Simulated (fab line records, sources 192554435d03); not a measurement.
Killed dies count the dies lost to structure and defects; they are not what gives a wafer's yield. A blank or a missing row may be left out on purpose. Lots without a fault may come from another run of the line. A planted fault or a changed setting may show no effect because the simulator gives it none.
A lot that was struck, set against a sound lot -- flow n5Finfet -- 37 out of 1938 route steps
Sound: wafers L454.2, L454.5, L454.6. Wafers struck: L464.1, L464.6. The cause comes at the end.
At each step with rows: each side's tool, then ch and its chambers, then its first start. Under that, the readings that differ: sound wafers -- struck wafers -- difference of the means -- sigmas: that difference in standard deviations of wafers without a fault.
alike: readings whose means differ by less than 2 such deviations, and words and numbers that are the same on both sides. not compared: withheld readings, readings that some wafer has no value for, bounds like >300 that may hide the same value, and numbers for which the record gives no deviation and whose values overlap.
Wherever a step has rows on one side only, a row that says differs or no value, or a row with sigmas, the two part there. Numbers that don't overlap but have no deviation are shown without sigmas and don't part them. A reading that every wafer of one side lacks parts them only if that side has two wafers or more.

first, 9 steps without rows for these wafers: N5_WELL_APT_DESCUM_30 (chemistry O2, time 7.9 s); N5_WELL_APT_IMPLANT_31; N5_WELL_APT_IMPLANT_32; N5_WELL_APT_STRIP_33 (strips in SPM, time 900 s); N5_WELL_APT_RTA_34 (time 10 s); N5_WELL_APT_OXIDE_STRIP_42 (strips SiO2 in dHF, time 45 s, target depth 12 nm); N5_WELL_APT_PRECLEAN_36 (cleans in O3/DIW, time 45 s); N5_WELL_APT_PRECLEAN_39 (cleans in dHF, time 60 s); N5_WELL_APT_SRD_37 (time 30 s).
N5_WELL_APT_EPI_41: deposits Si from SiH4/H2, target thk 50 nm, time 297.7 s.
  sound on epiRpcvd-02 ch 0, day 1 16:17; struck on epiRpcvd-02 ch 0, day 4 04:37
reading,sound,struck,difference,sigmas
model.Si_of_WELL_APT_EPI_41.thkNm (nm),50.08 50.32 50.03,56.4 57.6,+6.9,
  alike: throttleValvePct
then, 24 steps without rows for these wafers: N5_PMOS_HMC_CHANNEL_EPI_HM_DEP_34 (deposits SiO2 from TEOS/O2, target thk 36 nm, time 6.9 s); N5_PMOS_HMC_CHANNEL_EPI_COAT_31 (time 60 s, resist thk 66 nm); N5_PMOS_HMC_CHANNEL_EPI_COAT_03 (resist thk 205 nm); N5_PMOS_HMC_CHANNEL_EPI_EBR_05; N5_PMOS_HMC_CHANNEL_EPI_SOFTBAKE_04 (time 60 s); N5_PMOS_HMC_CHANNEL_EPI_EXPOSE_06 (exposes mask PMOS HMC BLK, target cd 240 nm); N5_PMOS_HMC_CHANNEL_EPI_PEB_07 (peb time 60 s); N5_PMOS_HMC_CHANNEL_EPI_DEVELOP_08 (develop time 30 s); N5_PMOS_HMC_CHANNEL_EPI_DESCUM_14 (chemistry O2, time 7.9 s); N5_PMOS_HMC_CHANNEL_EPI_ETCH_32 (etches BARC in N2/H2, stops on SiO2, target depth 85.8 nm, time 50.3 s); N5_PMOS_HMC_CHANNEL_EPI_HM_OPEN_15 (chemistry CHF3/O2, target SiO2, target depth 40.6 nm, time 20.3 s); N5_PMOS_HMC_CHANNEL_EPI_STRIP_33 (strips in N2/H2); N5_PMOS_HMC_CHANNEL_EPI_STRIP_17 (strips in SPM, time 750 s); N5_PMOS_HMC_CHANNEL_EPI_ETCH_38 (etches SiO2 in CF4, target depth 1.5 nm); N5_PMOS_HMC_CHANNEL_EPI_FIN_RECESS_16 (chemistry HBr/Cl2, target Si, target depth 54 nm, time 18 s); N5_PMOS_HMC_CHANNEL_EPI_PRECLEAN_36 (cleans in O3/DIW, time 45 s); N5_PMOS_HMC_CHANNEL_EPI_PRECLEAN_18 (cleans in DHF, time 30 s); N5_PMOS_HMC_CHANNEL_EPI_SRD_19 (time 30 s); N5_PMOS_HMC_CHANNEL_EPI_EPI_20 (deposits SiGe30, target thk 59 nm); N5_PMOS_HMC_CHANNEL_EPI_HM_STRIP_35 (strips SiO2 in dHF, material SiO2, target depth 39.6 nm, time 216 s); N5_PMOS_HMC_CHANNEL_EPI_SRD_39 (time 30 s); N5_PMOS_HMC_CHANNEL_EPI_CMP_21 (polishes SiGe30, target thk 54 nm); N5_PMOS_HMC_CHANNEL_EPI_PRECLEAN_40 (cleans in DHF, time 30 s); N5_PMOS_HMC_CHANNEL_EPI_PRECLEAN_37 (cleans in O3/DIW, time 45 s).
N5_SD_EPI_N_STRIP_18: strips in SPM, time 750 s.
  sound on wetBench-05 ch 0,4,7, day 3 00:42; struck on wetBench-05 ch 0,1, day 5 17:13
reading,sound,struck,difference,sigmas
model.Si_of_WELL_APT_EPI_41.thkNm (nm),9.6 8.4 10,16.6 17.4,+7.7,
  alike: bathGuardTempC
-- the record jumps here: 5 days lie between the struck wafers' starts before and after (it left off in module SD_EPI_N and takes up again in module BEOL_M4, whose first step shown is number 1111 of the route) --
N5_BEOL_M4_RC_MEAS_101:
  sound on prober-01 ch 0, day 7 20:23; struck on prober-02 ch 0, day 10 22:13
reading,sound,struck,difference,sigmas
CJ_N,4.20 4.38 4.11,3.07 3.14,-1.13,-9
RS_PWELL (ohm/sq),3033 3008 3020,2888 2886,-133,-5
  alike: DIBL_N, DIBL_P, IOFF_N, IOFF_P, ION_N, ION_P, SS_N, SS_P, VT_N, VT_P
-- here the record skips 4 days between the struck wafers' starts before and after, leaving off in module BEOL_M4 and picking up in module PASSIVATION (first step shown: number 1936 of the route) --
N5_PASSIVATION_PROBE_49:
  only the struck wafers here have rows in the record (prober-01, day 15 03:19); the sound ones have none

== WHERE THEY PART ==
At N5_BEOL_M4_RC_MEAS_101 first; at N5_PASSIVATION_PROBE_49 last (within this record only).

WHY: what the simulator had put in
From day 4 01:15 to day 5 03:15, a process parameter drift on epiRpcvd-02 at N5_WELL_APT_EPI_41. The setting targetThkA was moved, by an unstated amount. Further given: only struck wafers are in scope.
